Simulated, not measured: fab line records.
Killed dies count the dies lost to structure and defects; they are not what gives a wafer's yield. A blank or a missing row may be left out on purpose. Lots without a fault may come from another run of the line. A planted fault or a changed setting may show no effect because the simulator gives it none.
The tool behind it: which one? / flow n5_finfet / 27 wafers from 9 lots sampled at 2 of the route's 1938 steps

## WHAT THE GAUGES READ, wafer by wafer
N5_BEOL_M4_RC_MEAS_101.
lot=L688; measured=day 9 08:02; on=prober-02; DIBL_N (mV/V)=36.5 36.4 35.1; DIBL_P (mV/V)=36.9 36.1 35.6; IOFF_N (nA/um)=0.170 0.159 0.143; IOFF_P (nA/um)=0.23 0.22 0.22; ION_N (uA/um)=681 664 675; ION_P (uA/um)=467 457 469; SS_N (mV/dec)=72.2 72.2 72.0; SS_P (mV/dec)=73.9 73.9 73.2; VT_N (mV)=246 251 252; VT_P (mV)=-247 -246 -246
lot=L693; measured=day 10 22:27; on=prober-01; DIBL_N (mV/V)=33.6 36.9 34.7; DIBL_P (mV/V)=34.2 38.5 35.2; IOFF_N (nA/um)=0.113 0.172 0.136; IOFF_P (nA/um)=0.19 0.26 0.21; ION_N (uA/um)=644 676 673; ION_P (uA/um)=456 473 473; SS_N (mV/dec)=71.4 71.7 71.2; SS_P (mV/dec)=72.4 73.6 72.9; VT_N (mV)=255 248 253; VT_P (mV)=-247 -245 -248
lot=L695; measured=day 11 01:23; on=prober-01; DIBL_N (mV/V)=33.4 34.5 36.9; DIBL_P (mV/V)=30.6 33.8 35.4; IOFF_N (nA/um)=0.099 0.123 0.152; IOFF_P (nA/um)=0.15 0.19 0.20; ION_N (uA/um)=645 671 662; ION_P (uA/um)=449 467 460; SS_N (mV/dec)=70.3 70.3 72.2; SS_P (mV/dec)=71.7 72.5 73.3; VT_N (mV)=256 252 249; VT_P (mV)=-254 -251 -249
lot=L701; measured=day 11 22:16; on=prober-02; DIBL_N (mV/V)=37.8 36.2 37.5; DIBL_P (mV/V)=39.2 37.3 38.8; IOFF_N (nA/um)=0.176 0.152 0.176; IOFF_P (nA/um)=0.22 0.19 0.21; ION_N (uA/um)=676 668 679; ION_P (uA/um)=456 456 458; SS_N (mV/dec)=71.8 71.5 72.1; SS_P (mV/dec)=73.7 73.2 73.5; VT_N (mV)=249 251 249; VT_P (mV)=-252 -254 -252
lot=L699; measured=day 12 11:36; on=prober-01; DIBL_N (mV/V)=36.2 38.6 37.3; DIBL_P (mV/V)=35.1 38.0 37.2; IOFF_N (nA/um)=0.121 0.185 0.154; IOFF_P (nA/um)=0.17 0.22 0.21; ION_N (uA/um)=644 681 669; ION_P (uA/um)=446 456 456; SS_N (mV/dec)=71.9 72.4 72.3; SS_P (mV/dec)=72.7 73.0 73.1; VT_N (mV)=260 249 253; VT_P (mV)=-257 -249 -252
lot=L700; measured=day 12 17:02; on=prober-02; DIBL_N (mV/V)=34.8 36.3 40.9; DIBL_P (mV/V)=32.6 34.5 40.2; IOFF_N (nA/um)=0.118 0.143 0.233; IOFF_P (nA/um)=0.14 0.17 0.25; ION_N (uA/um)=665 661 689; ION_P (uA/um)=452 451 461; SS_N (mV/dec)=71.1 70.6 72.9; SS_P (mV/dec)=72.2 72.8 74.1; VT_N (mV)=250 248 242; VT_P (mV)=-256 -253 -250
lot=L705; measured=day 13 03:50; on=prober-02; DIBL_N (mV/V)=36.2 37.3 34.6; DIBL_P (mV/V)=34.5 34.6 32.2; IOFF_N (nA/um)=0.148 0.146 0.120; IOFF_P (nA/um)=0.18 0.17 0.16; ION_N (uA/um)=684 674 660; ION_P (uA/um)=464 447 449; SS_N (mV/dec)=71.2 71.6 70.6; SS_P (mV/dec)=72.7 72.7 72.4; VT_N (mV)=248 254 253; VT_P (mV)=-255 -255 -256
lot=L709; measured=day 14 03:56; on=prober-02; DIBL_N (mV/V)=35.4 35.7 38.8; DIBL_P (mV/V)=35.1 37.0 40.0; IOFF_N (nA/um)=0.126 0.139 0.190; IOFF_P (nA/um)=0.16 0.18 0.23; ION_N (uA/um)=651 671 671; ION_P (uA/um)=441 461 449; SS_N (mV/dec)=71.2 71.3 72.2; SS_P (mV/dec)=72.9 73.1 74.8; VT_N (mV)=253 253 247; VT_P (mV)=-254 -252 -251
lot=L710; measured=day 15 06:46; on=prober-01; DIBL_N (mV/V)=35.3 35.7 37.0; DIBL_P (mV/V)=36.1 36.1 37.1; IOFF_N (nA/um)=0.156 0.171 0.177; IOFF_P (nA/um)=0.23 0.22 0.23; ION_N (uA/um)=681 677 676; ION_P (uA/um)=467 468 465; SS_N (mV/dec)=71.0 71.2 71.9; SS_P (mV/dec)=73.7 74.0 74.4; VT_N (mV)=248 249 251; VT_P (mV)=-249 -250 -250

N5_BEOL_M13_CD_MEAS_28 targets a cd of 209.5 nm.
lot=L688; measured=day 12 07:40; on=cd_sem-02; cd_nm (nm)=208.2 209.8 208.8
lot=L693; measured=day 13 20:29; on=cd_sem-02; cd_nm (nm)=211.1 209.6 208.4
lot=L695; measured=day 14 00:08; on=cd_sem-02; cd_nm (nm)=209.3 210.4 211.5
lot=L701; measured=day 15 00:58; on=cd_sem-03; cd_nm (nm)=209.8 208.5 207.5
lot=L699; measured=day 15 09:15; on=cd_sem-03; cd_nm (nm)=206.3 209.3 210.0
lot=L700; measured=day 15 14:40; on=cd_sem-03; cd_nm (nm)=209.8 207.9 209.1
lot=L705; measured=day 16 01:24; on=cd_sem-03; cd_nm (nm)=209.2 210.5 209.6
lot=L709; measured=day 17 14:34; on=cd_sem-03; cd_nm (nm)=210.9 211.1 209.3
lot=L710; measured=day 18 14:36; on=cd_sem-01; cd_nm (nm)=209.4 207.3 209.1

## TOOL THAT RAN EACH LOT (tool first, then ch and the chambers of the sampled wafers, then the start)
The record shows no process step preceding these readings.

## AS READ BY THE TOOLS THEMSELVES (means over the sampled wafers that have a number; for cases with no such wafer, the mark the record gives instead)
The record holds no such reading with a usual standard deviation.

## THE ANSWER, worked out from the rows above alone
Rule: usual is defined by the lots themselves. Put in order of their means at a reading, lots are off if they are a third of the lots or fewer, leave a main group of 4 or more, and stand apart from it by a gap of 3 or more times the standard deviation of the main group's means; of several such gaps the widest counts. The tables above print the reading to a certain number of digits; a main group whose means all agree to those digits is not used. Also off: a lot with no number at a reading for which 4 or more lots have one. All remaining lots with rows at the step are treated as sound. Order of review: gauges by route order, followed by the tools' own readings, for which a lot's mean as printed above is used. At the first step where some lot is off, the reading lying furthest off is the one used; lots without a number count as furthest.
None of the lots is off at any reading shown; this tells nothing.

## WHAT WAS PUT IN BY THE SIMULATOR
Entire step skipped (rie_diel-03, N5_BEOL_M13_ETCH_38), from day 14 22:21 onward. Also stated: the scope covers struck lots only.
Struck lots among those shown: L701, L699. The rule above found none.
